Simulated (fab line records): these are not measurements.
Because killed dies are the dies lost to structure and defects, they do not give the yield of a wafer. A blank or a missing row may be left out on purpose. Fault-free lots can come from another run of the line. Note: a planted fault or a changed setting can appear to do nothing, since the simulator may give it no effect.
fab line records / flow nand_harc
record: lots: 14 wafers: 42 last_day: 33
route steps=1302 shown P_CONTACT@219 P_M0@268
lots with no fault: from the same line, run without faults
start_h: hours from the record's opening day to when the first of the lot's shown wafers began / wait_h: time in hours since the lot's previous step / " as in the row above / L1.1+2: one row covering several wafers at once / - value missing, or start not given / * or withheld: withheld / < > ~ a bound
route shown NAME@n: NAME is a module with steps in the file, n the number in the route of the first one / usual: mean and standard deviation over wafers with no fault / same: alike in all rows / chamber/n: place in a boat / sites: per-site readings / _std_site: standard deviation of those values / _edge_site: mean of outer sites minus mean of inner sites / radius_mm: how far each site lies from the wafer's centre / mask NAME#n: copy n / behind: the tool/chamber that last shaped the wafer / hold: cause of the lot's hold/its duration in hours/its outcome / device: the transistor (n, p or np) that didn't switch / end of line: the tests these same wafers got at the end of their route / a step without rows: its recipe alone / killed: dies lost to structure and defects at the first sort, not the wafer's yield / map: dies across one wafer; x = killed, . = not, _ = none there
set.NAME: the setting as run; set.NAME@STEP: as run at that earlier step / model.NAME: the simulator's own value behind a step, which no gauge read
one table for each step of the route and one row for each wafer, over a sample of lots
services: when a tool's chamber went out of use (start_h, in hours from the record's first day, below 0 if earlier), for how many hours, and the reason
== steps ==
step: NHARC_P_CONTACT_CMP_01
recipe: target_thk_nm: 200 material: SiO2
usual: motor_current_A: 12.3/1.3
lot.wafer=L479.3 tool=cmp-02 chamber=0 start_h=120.51 wait_h=- motor_current_A=10.9
lot.wafer=L479.1 tool=cmp-02 chamber=1 start_h=120.51 wait_h=- motor_current_A=12.4
lot.wafer=L479.4 tool=cmp-02 chamber=2 start_h=120.51 wait_h=- motor_current_A=10.2
lot.wafer=L480.3 tool=cmp-01 chamber=0 start_h=130.30 wait_h=- motor_current_A=12.8
lot.wafer=L480.2 tool=cmp-01 chamber=2 start_h=130.30 wait_h=- motor_current_A=10.3
lot.wafer=L480.6 tool=cmp-01 chamber=0 start_h=130.30 wait_h=- motor_current_A=12.7
lot.wafer=L481.3 tool=cmp-03 chamber=0 start_h=144.00 wait_h=- motor_current_A=15.3
lot.wafer=L481.2 tool=cmp-03 chamber=2 start_h=144.00 wait_h=- motor_current_A=12.4
lot.wafer=L481.5 tool=cmp-03 chamber=0 start_h=144.00 wait_h=- motor_current_A=15.6
lot.wafer=L482.2 tool=cmp-02 chamber=0 start_h=148.97 wait_h=- motor_current_A=11.7
lot.wafer=L482.5 tool=cmp-02 chamber=2 start_h=148.97 wait_h=- motor_current_A=10.7
lot.wafer=L482.6 tool=cmp-02 chamber=3 start_h=148.97 wait_h=- motor_current_A=12.6
lot.wafer=L484.1 tool=cmp-02 chamber=3 start_h=167.80 wait_h=- motor_current_A=13.4
lot.wafer=L484.6 tool=cmp-02 chamber=1 start_h=167.80 wait_h=- motor_current_A=12.4
lot.wafer=L484.5 tool=cmp-02 chamber=2 start_h=167.80 wait_h=- motor_current_A=11.1
lot.wafer=L483.2 tool=cmp-02 chamber=1 start_h=177.72 wait_h=- motor_current_A=13.0
lot.wafer=L483.3 tool=cmp-02 chamber=0 start_h=177.72 wait_h=- motor_current_A=11.3
lot.wafer=L483.6 tool=cmp-02 chamber=2 start_h=177.72 wait_h=- motor_current_A=10.2
lot.wafer=L485.2 tool=cmp-03 chamber=0 start_h=186.04 wait_h=- motor_current_A=15.4
lot.wafer=L485.1 tool=cmp-03 chamber=3 start_h=186.04 wait_h=- motor_current_A=12.0
lot.wafer=L485.6 tool=cmp-03 chamber=1 start_h=186.04 wait_h=- motor_current_A=10.7
lot.wafer=L486.3 tool=cmp-01 chamber=2 start_h=200.02 wait_h=- motor_current_A=10.5
lot.wafer=L486.1 tool=cmp-01 chamber=3 start_h=200.02 wait_h=- motor_current_A=12.0
lot.wafer=L486.6 tool=cmp-01 chamber=1 start_h=200.02 wait_h=- motor_current_A=12.7
lot.wafer=L487.1 tool=cmp-03 chamber=3 start_h=202.62 wait_h=- motor_current_A=12.3
lot.wafer=L487.3 tool=cmp-03 chamber=0 start_h=202.62 wait_h=- motor_current_A=14.1
lot.wafer=L487.6 tool=cmp-03 chamber=0 start_h=202.62 wait_h=- motor_current_A=15.0
lot.wafer=L490.1 tool=cmp-03 chamber=3 start_h=229.68 wait_h=- motor_current_A=12.4
lot.wafer=L490.4 tool=cmp-03 chamber=0 start_h=229.68 wait_h=- motor_current_A=15.1
lot.wafer=L490.6 tool=cmp-03 chamber=3 start_h=229.68 wait_h=- motor_current_A=12.3
lot.wafer=L498.1 tool=cmp-01 chamber=0 start_h=303.32 wait_h=- motor_current_A=13.7
lot.wafer=L498.2 tool=cmp-01 chamber=1 start_h=303.32 wait_h=- motor_current_A=13.3
lot.wafer=L498.5 tool=cmp-01 chamber=0 start_h=303.32 wait_h=- motor_current_A=13.5
lot.wafer=L499.2 tool=cmp-03 chamber=3 start_h=312.61 wait_h=- motor_current_A=11.6
lot.wafer=L499.3 tool=cmp-03 chamber=0 start_h=312.61 wait_h=- motor_current_A=15.5
lot.wafer=L499.5 tool=cmp-03 chamber=0 start_h=312.61 wait_h=- motor_current_A=15.3
lot.wafer=L501.1 tool=cmp-03 chamber=1 start_h=342.12 wait_h=- motor_current_A=11.4
lot.wafer=L501.4 tool=cmp-03 chamber=3 start_h=342.12 wait_h=- motor_current_A=12.5
lot.wafer=L501.2 tool=cmp-03 chamber=0 start_h=342.12 wait_h=- motor_current_A=15.2
lot.wafer=L502.4 tool=cmp-01 chamber=1 start_h=348.73 wait_h=- motor_current_A=12.8
lot.wafer=L502.2 tool=cmp-01 chamber=2 start_h=348.73 wait_h=- motor_current_A=10.2
lot.wafer=L502.6 tool=cmp-01 chamber=3 start_h=348.73 wait_h=- motor_current_A=11.9
step: NHARC_P_CONTACT_CMP_24
recipe: t_overpolish_s: 30 target_thk_nm: 200
usual: motor_current_A: 12.2/1.4 overpolish_run_s: 30.001/0.009 time_to_endpoint_s: 38.1/2.4
lot.wafer=L479.1 tool=cmp-01 chamber=0 start_h=124.19 wait_h=0.6 motor_current_A=12.6 overpolish_run_s=29.998 time_to_endpoint_s=36.5
lot.wafer=L479.4 tool=cmp-01 chamber=1 start_h=124.19 wait_h=0.6 motor_current_A=13.1 overpolish_run_s=29.990 time_to_endpoint_s=36.1
lot.wafer=L479.3 tool=cmp-01 chamber=2 start_h=124.19 wait_h=0.6 motor_current_A=10.7 overpolish_run_s=30.000 time_to_endpoint_s=37.1
lot.wafer=L480.2 tool=cmp-03 chamber=3 start_h=133.89 wait_h=0.5 motor_current_A=12.2 overpolish_run_s=30.005 time_to_endpoint_s=37.9
lot.wafer=L480.3 tool=cmp-03 chamber=0 start_h=133.89 wait_h=0.5 motor_current_A=15.1 overpolish_run_s=30.000 time_to_endpoint_s=36.8
lot.wafer=L480.6 tool=cmp-03 chamber=2 start_h=133.89 wait_h=0.5 motor_current_A=12.9 overpolish_run_s=30.035 time_to_endpoint_s=34.0
lot.wafer=L481.3 tool=cmp-02 chamber=0 start_h=147.81 wait_h=0.3 motor_current_A=11.4 overpolish_run_s=29.996 time_to_endpoint_s=39.1
lot.wafer=L481.2 tool=cmp-02 chamber=3 start_h=147.81 wait_h=0.3 motor_current_A=12.8 overpolish_run_s=30.010 time_to_endpoint_s=43.4
lot.wafer=L481.5 tool=cmp-02 chamber=1 start_h=147.81 wait_h=0.3 motor_current_A=12.5 overpolish_run_s=29.995 time_to_endpoint_s=37.5
lot.wafer=L482.2 tool=cmp-01 chamber=0 start_h=152.61 wait_h=0.6 motor_current_A=12.7 overpolish_run_s=29.990 time_to_endpoint_s=39.7
lot.wafer=L482.6 tool=cmp-01 chamber=0 start_h=152.61 wait_h=0.6 motor_current_A=13.3 overpolish_run_s=29.991 time_to_endpoint_s=37.8
lot.wafer=L482.5 tool=cmp-01 chamber=1 start_h=152.61 wait_h=0.6 motor_current_A=13.5 overpolish_run_s=30.019 time_to_endpoint_s=37.8
lot.wafer=L484.1 tool=cmp-03 chamber=3 start_h=171.93 wait_h=1.1 motor_current_A=11.8 overpolish_run_s=30.007 time_to_endpoint_s=41.1
lot.wafer=L484.6 tool=cmp-03 chamber=1 start_h=171.93 wait_h=1.1 motor_current_A=10.8 overpolish_run_s=29.998 time_to_endpoint_s=38.2
lot.wafer=L484.5 tool=cmp-03 chamber=2 start_h=171.93 wait_h=1.1 motor_current_A=12.4 overpolish_run_s=30.004 time_to_endpoint_s=35.7
lot.wafer=L483.3 tool=cmp-03 chamber=2 start_h=181.33 wait_h=0.4 motor_current_A=12.2 overpolish_run_s=29.990 time_to_endpoint_s=37.2
lot.wafer=L483.2 tool=cmp-03 chamber=1 start_h=181.33 wait_h=0.4 motor_current_A=11.3 overpolish_run_s=30.008 time_to_endpoint_s=38.0
lot.wafer=L483.6 tool=cmp-03 chamber=3 start_h=181.33 wait_h=0.4 motor_current_A=11.5 overpolish_run_s=30.014 time_to_endpoint_s=37.5
lot.wafer=L485.1 tool=cmp-03 chamber=3 start_h=189.65 wait_h=0.6 motor_current_A=12.0 overpolish_run_s=30.012 time_to_endpoint_s=41.6
lot.wafer=L485.2 tool=cmp-03 chamber=0 start_h=189.65 wait_h=0.6 motor_current_A=14.8 overpolish_run_s=30.002 time_to_endpoint_s=39.1
lot.wafer=L485.6 tool=cmp-03 chamber=2 start_h=189.65 wait_h=0.6 motor_current_A=13.0 overpolish_run_s=30.011 time_to_endpoint_s=33.5
lot.wafer=L486.1 tool=cmp-03 chamber=0 start_h=203.71 wait_h=0.6 motor_current_A=14.9 overpolish_run_s=30.008 time_to_endpoint_s=39.7
lot.wafer=L486.3 tool=cmp-03 chamber=2 start_h=203.71 wait_h=0.6 motor_current_A=12.7 overpolish_run_s=30.000 time_to_endpoint_s=34.2
lot.wafer=L486.6 tool=cmp-03 chamber=1 start_h=203.71 wait_h=0.6 motor_current_A=11.1 overpolish_run_s=29.996 time_to_endpoint_s=35.0
lot.wafer=L487.3 tool=cmp-03 chamber=1 start_h=206.35 wait_h=0.3 motor_current_A=11.4 overpolish_run_s=29.999 time_to_endpoint_s=33.5
lot.wafer=L487.1 tool=cmp-03 chamber=3 start_h=206.35 wait_h=0.3 motor_current_A=11.7 overpolish_run_s=30.004 time_to_endpoint_s=38.0
lot.wafer=L487.6 tool=cmp-03 chamber=1 start_h=206.35 wait_h=0.3 motor_current_A=10.9 overpolish_run_s=30.003 time_to_endpoint_s=36.7
lot.wafer=L490.1 tool=cmp-03 chamber=3 start_h=233.94 wait_h=1.1 motor_current_A=11.7 overpolish_run_s=30.008 time_to_endpoint_s=35.4
lot.wafer=L490.4 tool=cmp-03 chamber=0 start_h=233.94 wait_h=1.1 motor_current_A=15.8 overpolish_run_s=29.997 time_to_endpoint_s=34.0
lot.wafer=L490.6 tool=cmp-03 chamber=1 start_h=233.94 wait_h=1.1 motor_current_A=11.1 overpolish_run_s=29.991 time_to_endpoint_s=33.6
lot.wafer=L498.1 tool=cmp-03 chamber=2 start_h=307.05 wait_h=0.5 motor_current_A=12.8 overpolish_run_s=30.009 time_to_endpoint_s=36.2
lot.wafer=L498.2 tool=cmp-03 chamber=0 start_h=307.05 wait_h=0.5 motor_current_A=15.5 overpolish_run_s=30.007 time_to_endpoint_s=38.6
lot.wafer=L498.5 tool=cmp-03 chamber=2 start_h=307.05 wait_h=0.5 motor_current_A=13.0 overpolish_run_s=30.011 time_to_endpoint_s=39.6
lot.wafer=L499.3 tool=cmp-01 chamber=1 start_h=316.73 wait_h=0.7 motor_current_A=13.2 overpolish_run_s=30.004 time_to_endpoint_s=41.4
lot.wafer=L499.2 tool=cmp-01 chamber=2 start_h=316.73 wait_h=0.7 motor_current_A=10.3 overpolish_run_s=29.984 time_to_endpoint_s=36.7
lot.wafer=L499.5 tool=cmp-01 chamber=2 start_h=316.73 wait_h=0.7 motor_current_A=10.1 overpolish_run_s=29.987 time_to_endpoint_s=36.8
lot.wafer=L501.1 tool=cmp-03 chamber=0 start_h=345.83 wait_h=0.5 motor_current_A=15.6 overpolish_run_s=30.002 time_to_endpoint_s=37.3
lot.wafer=L501.2 tool=cmp-03 chamber=2 start_h=345.83 wait_h=0.5 motor_current_A=13.1 overpolish_run_s=29.981 time_to_endpoint_s=37.5
lot.wafer=L501.4 tool=cmp-03 chamber=3 start_h=345.83 wait_h=0.5 motor_current_A=11.4 overpolish_run_s=30.013 time_to_endpoint_s=38.8
lot.wafer=L502.2 tool=cmp-01 chamber=3 start_h=352.24 wait_h=0.5 motor_current_A=11.4 overpolish_run_s=30.010 time_to_endpoint_s=40.1
lot.wafer=L502.4 tool=cmp-01 chamber=2 start_h=352.24 wait_h=0.5 motor_current_A=10.3 overpolish_run_s=29.995 time_to_endpoint_s=39.0
lot.wafer=L502.6 tool=cmp-01 chamber=3 start_h=352.24 wait_h=0.5 motor_current_A=12.4 overpolish_run_s=30.012 time_to_endpoint_s=39.9
step: NHARC_P_M0_ETCH_15
recipe: target_depth_a: 1500 overetch_a: 150 time_s: 82.5 c4f8_flow_sccm: withheld ar_flow_sccm: 400 rf_w: 600 bias_w: 300 chemistry: C4F8/Ar
usual: bias_w: 300.0/0.91 chamber_pressure_mTorr: 25.001/0.023 oes_product_au: 0.955/0.023 rf_vpp_V: 439.8/2.5
lot.wafer=L479.4 tool=rie_diel-04 chamber=3 start_h=125.86 wait_h=- bias_w=299.7 chamber_pressure_mTorr=24.971 oes_product_au=0.929 rf_hours_counter_h=30 rf_vpp_V=443.3
lot.wafer=L479.1 tool=rie_diel-04 chamber=0 start_h=125.86 wait_h=- bias_w=299.5 chamber_pressure_mTorr=24.998 oes_product_au=0.921 rf_hours_counter_h=38 rf_vpp_V=445.3
lot.wafer=L479.3 tool=rie_diel-04 chamber=1 start_h=125.86 wait_h=- bias_w=300.8 chamber_pressure_mTorr=25.022 oes_product_au=0.934 rf_hours_counter_h=41 rf_vpp_V=441.0
lot.wafer=L480.2 tool=rie_diel-04 chamber=2 start_h=135.56 wait_h=- bias_w=300.0 chamber_pressure_mTorr=25.021 oes_product_au=0.934 rf_hours_counter_h=33 rf_vpp_V=440.2
lot.wafer=L480.3 tool=rie_diel-04 chamber=0 start_h=135.56 wait_h=- bias_w=298.8 chamber_pressure_mTorr=24.988 oes_product_au=0.919 rf_hours_counter_h=42 rf_vpp_V=447.1
lot.wafer=L480.6 tool=rie_diel-04 chamber=2 start_h=135.56 wait_h=- bias_w=301.0 chamber_pressure_mTorr=25.029 oes_product_au=0.925 rf_hours_counter_h=- rf_vpp_V=439.0
lot.wafer=L481.2 tool=rie_diel-13 chamber=3 start_h=149.65 wait_h=- bias_w=300.0 chamber_pressure_mTorr=25.013 oes_product_au=0.970 rf_hours_counter_h=29 rf_vpp_V=440.6
lot.wafer=L481.3 tool=rie_diel-13 chamber=1 start_h=149.65 wait_h=- bias_w=299.3 chamber_pressure_mTorr=24.985 oes_product_au=0.965 rf_hours_counter_h=26 rf_vpp_V=438.0
lot.wafer=L481.5 tool=rie_diel-13 chamber=3 start_h=149.65 wait_h=- bias_w=300.2 chamber_pressure_mTorr=25.004 oes_product_au=0.981 rf_hours_counter_h=- rf_vpp_V=440.0
lot.wafer=L482.2 tool=rie_diel-13 chamber=1 start_h=154.15 wait_h=- bias_w=301.1 chamber_pressure_mTorr=25.001 oes_product_au=0.985 rf_hours_counter_h=27 rf_vpp_V=438.5
lot.wafer=L482.5 tool=rie_diel-13 chamber=1 start_h=154.15 wait_h=- bias_w=299.4 chamber_pressure_mTorr=25.023 oes_product_au=0.983 rf_hours_counter_h=- rf_vpp_V=438.6
lot.wafer=L482.6 tool=rie_diel-13 chamber=2 start_h=154.15 wait_h=- bias_w=299.0 chamber_pressure_mTorr=24.966 oes_product_au=0.952 rf_hours_counter_h=- rf_vpp_V=437.7
lot.wafer=L484.1 tool=rie_diel-04 chamber=3 start_h=173.61 wait_h=- bias_w=300.7 chamber_pressure_mTorr=24.975 oes_product_au=0.957 rf_hours_counter_h=46 rf_vpp_V=442.0
lot.wafer=L484.6 tool=rie_diel-04 chamber=2 start_h=173.61 wait_h=- bias_w=300.6 chamber_pressure_mTorr=25.022 oes_product_au=0.968 rf_hours_counter_h=- rf_vpp_V=440.3
lot.wafer=L484.5 tool=rie_diel-04 chamber=0 start_h=173.61 wait_h=- bias_w=298.4 chamber_pressure_mTorr=25.056 oes_product_au=0.960 rf_hours_counter_h=- rf_vpp_V=445.5
lot.wafer=L483.2 tool=rie_diel-13 chamber=0 start_h=182.87 wait_h=- bias_w=298.7 chamber_pressure_mTorr=25.025 oes_product_au=0.973 rf_hours_counter_h=0 rf_vpp_V=436.3
lot.wafer=L483.3 tool=rie_diel-13 chamber=1 start_h=182.87 wait_h=- bias_w=299.6 chamber_pressure_mTorr=25.034 oes_product_au=0.970 rf_hours_counter_h=0 rf_vpp_V=438.8
lot.wafer=L483.6 tool=rie_diel-13 chamber=3 start_h=182.87 wait_h=- bias_w=301.4 chamber_pressure_mTorr=24.957 oes_product_au=0.969 rf_hours_counter_h=- rf_vpp_V=439.0
lot.wafer=L485.2 tool=rie_diel-04 chamber=3 start_h=191.27 wait_h=- bias_w=301.1 chamber_pressure_mTorr=25.002 oes_product_au=0.980 rf_hours_counter_h=1 rf_vpp_V=441.7
lot.wafer=L485.1 tool=rie_diel-04 chamber=1 start_h=191.27 wait_h=- bias_w=299.3 chamber_pressure_mTorr=24.996 oes_product_au=0.960 rf_hours_counter_h=1 rf_vpp_V=441.1
lot.wafer=L485.6 tool=rie_diel-04 chamber=3 start_h=191.27 wait_h=- bias_w=299.8 chamber_pressure_mTorr=25.041 oes_product_au=0.981 rf_hours_counter_h=- rf_vpp_V=442.1
lot.wafer=L486.3 tool=rie_diel-08 chamber=2 start_h=205.26 wait_h=- bias_w=300.0 chamber_pressure_mTorr=25.017 oes_product_au=0.966 rf_hours_counter_h=2 rf_vpp_V=441.0
lot.wafer=L486.1 tool=rie_diel-08 chamber=1 start_h=205.26 wait_h=- bias_w=298.1 chamber_pressure_mTorr=25.013 oes_product_au=0.964 rf_hours_counter_h=2 rf_vpp_V=442.2
lot.wafer=L486.6 tool=rie_diel-08 chamber=2 start_h=205.26 wait_h=- bias_w=299.6 chamber_pressure_mTorr=24.995 oes_product_au=0.970 rf_hours_counter_h=- rf_vpp_V=440.0
lot.wafer=L487.1 tool=rie_diel-13 chamber=0 start_h=207.99 wait_h=- bias_w=300.4 chamber_pressure_mTorr=25.005 oes_product_au=0.985 rf_hours_counter_h=4 rf_vpp_V=435.2
lot.wafer=L487.3 tool=rie_diel-13 chamber=2 start_h=207.99 wait_h=- bias_w=299.9 chamber_pressure_mTorr=24.991 oes_product_au=0.955 rf_hours_counter_h=6 rf_vpp_V=438.7
lot.wafer=L487.6 tool=rie_diel-13 chamber=3 start_h=207.99 wait_h=- bias_w=298.5 chamber_pressure_mTorr=24.998 oes_product_au=0.966 rf_hours_counter_h=- rf_vpp_V=439.7
lot.wafer=L490.1 tool=rie_diel-08 chamber=3 start_h=235.55 wait_h=- bias_w=300.9 chamber_pressure_mTorr=24.990 oes_product_au=0.955 rf_hours_counter_h=12 rf_vpp_V=440.9
lot.wafer=L490.4 tool=rie_diel-08 chamber=0 start_h=235.55 wait_h=- bias_w=299.8 chamber_pressure_mTorr=25.042 oes_product_au=0.989 rf_hours_counter_h=12 rf_vpp_V=436.5
lot.wafer=L490.6 tool=rie_diel-08 chamber=3 start_h=235.55 wait_h=- bias_w=300.9 chamber_pressure_mTorr=25.014 oes_product_au=0.965 rf_hours_counter_h=- rf_vpp_V=438.9
lot.wafer=L498.2 tool=rie_diel-04 chamber=1 start_h=308.69 wait_h=- bias_w=- chamber_pressure_mTorr=- oes_product_au=- rf_hours_counter_h=- rf_vpp_V=-
lot.wafer=L498.1 tool=rie_diel-04 chamber=3 start_h=308.69 wait_h=- bias_w=- chamber_pressure_mTorr=- oes_product_au=- rf_hours_counter_h=- rf_vpp_V=-
lot.wafer=L498.5 tool=rie_diel-04 chamber=1 start_h=308.69 wait_h=- bias_w=- chamber_pressure_mTorr=- oes_product_au=- rf_hours_counter_h=- rf_vpp_V=-
lot.wafer=L499.3 tool=rie_diel-08 chamber=2 start_h=318.41 wait_h=- bias_w=- chamber_pressure_mTorr=- oes_product_au=- rf_hours_counter_h=- rf_vpp_V=-
lot.wafer=L499.2 tool=rie_diel-08 chamber=3 start_h=318.41 wait_h=- bias_w=- chamber_pressure_mTorr=- oes_product_au=- rf_hours_counter_h=- rf_vpp_V=-
lot.wafer=L499.5 tool=rie_diel-08 chamber=1 start_h=318.41 wait_h=- bias_w=- chamber_pressure_mTorr=- oes_product_au=- rf_hours_counter_h=- rf_vpp_V=-
lot.wafer=L501.1 tool=rie_diel-08 chamber=3 start_h=347.37 wait_h=- bias_w=300.6 chamber_pressure_mTorr=25.024 oes_product_au=0.920 rf_hours_counter_h=38 rf_vpp_V=439.3
lot.wafer=L501.4 tool=rie_diel-08 chamber=0 start_h=347.37 wait_h=- bias_w=300.5 chamber_pressure_mTorr=24.980 oes_product_au=0.922 rf_hours_counter_h=38 rf_vpp_V=436.8
lot.wafer=L501.2 tool=rie_diel-08 chamber=1 start_h=347.37 wait_h=- bias_w=301.3 chamber_pressure_mTorr=24.992 oes_product_au=0.909 rf_hours_counter_h=43 rf_vpp_V=441.7
lot.wafer=L502.2 tool=rie_diel-08 chamber=2 start_h=353.92 wait_h=- bias_w=300.3 chamber_pressure_mTorr=24.991 oes_product_au=0.963 rf_hours_counter_h=44 rf_vpp_V=439.5
lot.wafer=L502.4 tool=rie_diel-08 chamber=3 start_h=353.92 wait_h=- bias_w=299.7 chamber_pressure_mTorr=24.993 oes_product_au=0.962 rf_hours_counter_h=38 rf_vpp_V=439.9
lot.wafer=L502.6 tool=rie_diel-08 chamber=0 start_h=353.92 wait_h=- bias_w=300.2 chamber_pressure_mTorr=25.012 oes_product_au=0.986 rf_hours_counter_h=- rf_vpp_V=436.9
step: NHARC_P_M0_DEP_32
recipe: target_thk_a: 300 temp_c: 370 target_thk_nm: 30 pressure_torr: 3 flow_sccm: 200 rf_w: 450 material: SiCN
usual: heater_power_w: 578/77
lot.wafer=L479.1 tool=pecvd-02 chamber=2 start_h=128.48 wait_h=0.1 heater_power_w=656
lot.wafer=L479.3 tool=pecvd-02 chamber=1 start_h=128.48 wait_h=0.1 heater_power_w=466
lot.wafer=L479.4 tool=pecvd-02 chamber=1 start_h=128.48 wait_h=0.1 heater_power_w=454
lot.wafer=L480.2 tool=pecvd-04 chamber=1 start_h=138.00 wait_h=0.1 heater_power_w=488
lot.wafer=L480.3 tool=pecvd-04 chamber=0 start_h=138.00 wait_h=0.1 heater_power_w=572
lot.wafer=L480.6 tool=pecvd-04 chamber=0 start_h=138.00 wait_h=0.1 heater_power_w=563
lot.wafer=L481.2 tool=pecvd-04 chamber=2 start_h=152.09 wait_h=0.1 heater_power_w=672
lot.wafer=L481.3 tool=pecvd-04 chamber=0 start_h=152.09 wait_h=0.1 heater_power_w=568
lot.wafer=L481.5 tool=pecvd-04 chamber=2 start_h=152.09 wait_h=0.1 heater_power_w=650
lot.wafer=L482.2 tool=pecvd-02 chamber=0 start_h=156.63 wait_h=0.1 heater_power_w=591
lot.wafer=L482.6 tool=pecvd-02 chamber=0 start_h=156.63 wait_h=0.1 heater_power_w=601
lot.wafer=L482.5 tool=pecvd-02 chamber=2 start_h=156.63 wait_h=0.1 heater_power_w=588
lot.wafer=L484.1 tool=pecvd-01 chamber=0 start_h=176.20 wait_h=0.1 heater_power_w=635
lot.wafer=L484.6 tool=pecvd-01 chamber=1 start_h=176.20 wait_h=0.1 heater_power_w=707
lot.wafer=L484.5 tool=pecvd-01 chamber=2 start_h=176.20 wait_h=0.1 heater_power_w=489
lot.wafer=L483.3 tool=pecvd-01 chamber=2 start_h=185.36 wait_h=0.1 heater_power_w=565
lot.wafer=L483.2 tool=pecvd-01 chamber=0 start_h=185.36 wait_h=0.1 heater_power_w=638
lot.wafer=L483.6 tool=pecvd-01 chamber=1 start_h=185.36 wait_h=0.1 heater_power_w=708
lot.wafer=L485.2 tool=pecvd-01 chamber=1 start_h=194.11 wait_h=0.1 heater_power_w=692
lot.wafer=L485.1 tool=pecvd-01 chamber=2 start_h=194.11 wait_h=0.1 heater_power_w=507
lot.wafer=L485.6 tool=pecvd-01 chamber=1 start_h=194.11 wait_h=0.1 heater_power_w=686
lot.wafer=L486.3 tool=pecvd-01 chamber=0 start_h=207.71 wait_h=0.1 heater_power_w=663
lot.wafer=L486.1 tool=pecvd-01 chamber=1 start_h=207.71 wait_h=0.1 heater_power_w=680
lot.wafer=L486.6 tool=pecvd-01 chamber=0 start_h=207.71 wait_h=0.1 heater_power_w=672
lot.wafer=L487.1 tool=pecvd-04 chamber=2 start_h=210.43 wait_h=0.1 heater_power_w=654
lot.wafer=L487.3 tool=pecvd-04 chamber=1 start_h=210.43 wait_h=0.1 heater_power_w=519
lot.wafer=L487.6 tool=pecvd-04 chamber=1 start_h=210.43 wait_h=0.1 heater_power_w=530
lot.wafer=L490.1 tool=pecvd-01 chamber=1 start_h=238.04 wait_h=0.1 heater_power_w=650
lot.wafer=L490.4 tool=pecvd-01 chamber=0 start_h=238.04 wait_h=0.1 heater_power_w=617
lot.wafer=L490.6 tool=pecvd-01 chamber=2 start_h=238.04 wait_h=0.1 heater_power_w=535
lot.wafer=L498.2 tool=pecvd-04 chamber=1 start_h=311.17 wait_h=0.1 heater_power_w=563
lot.wafer=L498.1 tool=pecvd-04 chamber=2 start_h=311.17 wait_h=0.1 heater_power_w=636
lot.wafer=L498.5 tool=pecvd-04 chamber=2 start_h=311.17 wait_h=0.1 heater_power_w=646
lot.wafer=L499.2 tool=pecvd-04 chamber=2 start_h=320.89 wait_h=0.1 heater_power_w=706
lot.wafer=L499.3 tool=pecvd-04 chamber=0 start_h=320.89 wait_h=0.1 heater_power_w=516
lot.wafer=L499.5 tool=pecvd-04 chamber=1 start_h=320.89 wait_h=0.1 heater_power_w=521
lot.wafer=L501.2 tool=pecvd-04 chamber=1 start_h=349.82 wait_h=0.1 heater_power_w=550
lot.wafer=L501.1 tool=pecvd-04 chamber=0 start_h=349.82 wait_h=0.1 heater_power_w=508
lot.wafer=L501.4 tool=pecvd-04 chamber=1 start_h=349.82 wait_h=0.1 heater_power_w=541
lot.wafer=L502.2 tool=pecvd-02 chamber=0 start_h=356.36 wait_h=0.1 heater_power_w=578
lot.wafer=L502.4 tool=pecvd-02 chamber=0 start_h=356.36 wait_h=0.1 heater_power_w=587
lot.wafer=L502.6 tool=pecvd-02 chamber=1 start_h=356.36 wait_h=0.1 heater_power_w=495
== services ==
tool=pecvd-04 chamber=- start_h=103.95 hours=13.0 kind=pm
tool=rie_diel-04 chamber=2 start_h=117.62 hours=6.3 kind=repair
tool=pecvd-01 chamber=- start_h=120.76 hours=21.3 kind=repair
tool=cmp-02 chamber=- start_h=134.65 hours=4.0 kind=pm
tool=pecvd-01 chamber=- start_h=142.07 hours=13.0 kind=pm
tool=cmp-01 chamber=- start_h=151.03 hours=1.2 kind=repair
tool=cmp-03 chamber=- start_h=162.26 hours=4.0 kind=pm
tool=cmp-03 chamber=- start_h=167.10 hours=0.3 kind=repair
tool=rie_diel-04 chamber=1 start_h=169.83 hours=4.1 kind=repair
tool=rie_diel-04 chamber=- start_h=177.92 hours=9.0 kind=pm
tool=cmp-02 chamber=- start_h=183.41 hours=4.4 kind=repair
tool=cmp-01 chamber=- start_h=185.57 hours=4.0 kind=pm
tool=rie_diel-08 chamber=- start_h=190.85 hours=9.0 kind=pm
tool=pecvd-01 chamber=- start_h=206.39 hours=1.0 kind=repair
tool=cmp-03 chamber=- start_h=208.98 hours=2.1 kind=repair
tool=cmp-03 chamber=- start_h=213.48 hours=6.9 kind=repair
tool=cmp-01 chamber=- start_h=223.39 hours=1.9 kind=repair
tool=cmp-03 chamber=- start_h=237.57 hours=1.0 kind=repair
tool=cmp-03 chamber=- start_h=252.52 hours=0.3 kind=repair
tool=cmp-03 chamber=- start_h=260.26 hours=4.0 kind=pm
tool=cmp-03 chamber=- start_h=282.06 hours=4.3 kind=repair
tool=cmp-01 chamber=- start_h=283.01 hours=0.8 kind=repair
tool=pecvd-04 chamber=- start_h=284.95 hours=13.0 kind=pm
tool=cmp-01 chamber=- start_h=324.80 hours=0.8 kind=repair
== key ==
first_sign: step: NHARC_P_M0_ETCH_15 reading: tool_record direction: missing
effect none on later readings
met_at NHARC_P_M0_ETCH_15
struck_lots L498,L499
later_rows_left_out L498.1,L498.2,L498.5,L499.2,L499.3,L499.5
sort_left_out L498.1,L498.2,L498.5,L499.2,L499.3,L499.5
not_acting_at NHARC_P_CONTACT_CMP_01,NHARC_P_CONTACT_CMP_24,NHARC_P_M0_DEP_32
onset_between 235.55 308.69
fault: kind: skipped_step_whole tool: rie_diel-04,rie_diel-08 chamber: - onset_h: 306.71 steps: NHARC_P_M0_ETCH_15 scope: struck_lots_only
sort_left_out: the simulated sort isn't trusted on such a fault, so these wafers' sort isn't shown, and their yield isn't known
later_rows_left_out: the simulator's readings of these wafers behind a module that went badly wrong aren't trusted and aren't shown, but for the sort
